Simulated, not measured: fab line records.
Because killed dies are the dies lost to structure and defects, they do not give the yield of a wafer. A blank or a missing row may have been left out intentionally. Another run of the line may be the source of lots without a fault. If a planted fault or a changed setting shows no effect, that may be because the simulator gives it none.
Which tool is to blame? || flow n5Finfet || 6 lots, 16 wafers sampled, at 4 steps of a route of 1938

WHAT THE GAUGES READ, wafer by wafer
N5_BEOL_M10_OCD_MEAS_38.
{"lot": "L660", "measured": "day 11 11:56", "on": "ocd-01", "trenchDepthNm (nm)": "146.7 152.5 146.8"}
{"lot": "L662", "measured": "day 12 06:12", "on": "ocd-02", "trenchDepthNm (nm)": "152.9 151.6"}
{"lot": "L663", "measured": "day 12 12:50", "on": "ocd-02", "trenchDepthNm (nm)": "147.1 151.8"}
{"lot": "L666", "measured": "day 13 11:05", "on": "ocd-02", "trenchDepthNm (nm)": "148.8 153.6 149.1"}
{"lot": "L676", "measured": "day 15 11:22", "on": "ocd-02", "trenchDepthNm (nm)": "149.4 146.4 149.0"}
{"lot": "L679", "measured": "day 16 20:50", "on": "ocd-02", "trenchDepthNm (nm)": "153.2 149.1 151.4"}

TOOL THAT RAN EACH LOT (tool first, then ch and the chambers of the sampled wafers, then the start)
{"lot": "L660", "N5_BEOL_M10_DESCUM_16": "rieDiel-02 ch 0,1,2, day 11 07:43", "N5_BEOL_M10_STRIP_19": "rieDiel-04 ch 2,3, day 11 08:07", "N5_BEOL_M10_ETCH_65": "rieDiel-02 ch 0,1,3, day 11 11:29"}
{"lot": "L662", "N5_BEOL_M10_DESCUM_16": "rieDiel-03 ch 0,3, day 12 03:44", "N5_BEOL_M10_STRIP_19": "rieDiel-04 ch 1,2, day 12 04:10", "N5_BEOL_M10_ETCH_65": "rieDiel-03 ch 1,2, day 12 05:46"}
{"lot": "L663", "N5_BEOL_M10_DESCUM_16": "rieDiel-02 ch 1,3, day 12 10:48", "N5_BEOL_M10_STRIP_19": "rieDiel-02 ch 0,2, day 12 11:11", "N5_BEOL_M10_ETCH_65": "rieDiel-03 ch 2,3, day 12 12:23"}
{"lot": "L666", "N5_BEOL_M10_DESCUM_16": "rieDiel-02 ch 0,2, day 13 09:08", "N5_BEOL_M10_STRIP_19": "rieDiel-04 ch 1,2,3, day 13 09:32", "N5_BEOL_M10_ETCH_65": "rieDiel-02 ch 1,3, day 13 10:37"}
{"lot": "L676", "N5_BEOL_M10_DESCUM_16": "rieDiel-03 ch 1,2,3, day 15 08:34", "N5_BEOL_M10_STRIP_19": "rieDiel-03 ch 0,1,2, day 15 09:01", "N5_BEOL_M10_ETCH_65": "rieDiel-04 ch 0,1, day 15 10:55"}
{"lot": "L679", "N5_BEOL_M10_DESCUM_16": "rieDiel-02 ch 0,1, day 16 18:31", "N5_BEOL_M10_STRIP_19": "rieDiel-02 ch 0,1,2, day 16 18:55", "N5_BEOL_M10_ETCH_65": "rieDiel-02 ch 1,3, day 16 20:22"}
- N5_BEOL_M10_DESCUM_16: chemistry O2, time 7.9 s.
- N5_BEOL_M10_STRIP_19: strips in O2.
- N5_BEOL_M10_ETCH_65: etches SiARC in CF4, target depth 39 nm, time 65 s.

THE ANSWER, worked out from the rows above alone
Rule: what is usual is taken from the lots themselves. The widest of any qualifying gaps counts: lots, ordered by their means at a reading, are off when they make up no more than a third of the lots, leave a main group of 4 or more, and stand apart from it by 3 or more times the standard deviation of that group's means. A main group whose means are all the same, to the digits that the tables above print for the reading, isn't used. Also off: a lot with no number at a reading for which 4 or more lots have one. The other lots that the step has rows for count as sound.
None of the lots is off at any reading shown; this tells nothing.

WHAT WAS PUT IN BY THE SIMULATOR
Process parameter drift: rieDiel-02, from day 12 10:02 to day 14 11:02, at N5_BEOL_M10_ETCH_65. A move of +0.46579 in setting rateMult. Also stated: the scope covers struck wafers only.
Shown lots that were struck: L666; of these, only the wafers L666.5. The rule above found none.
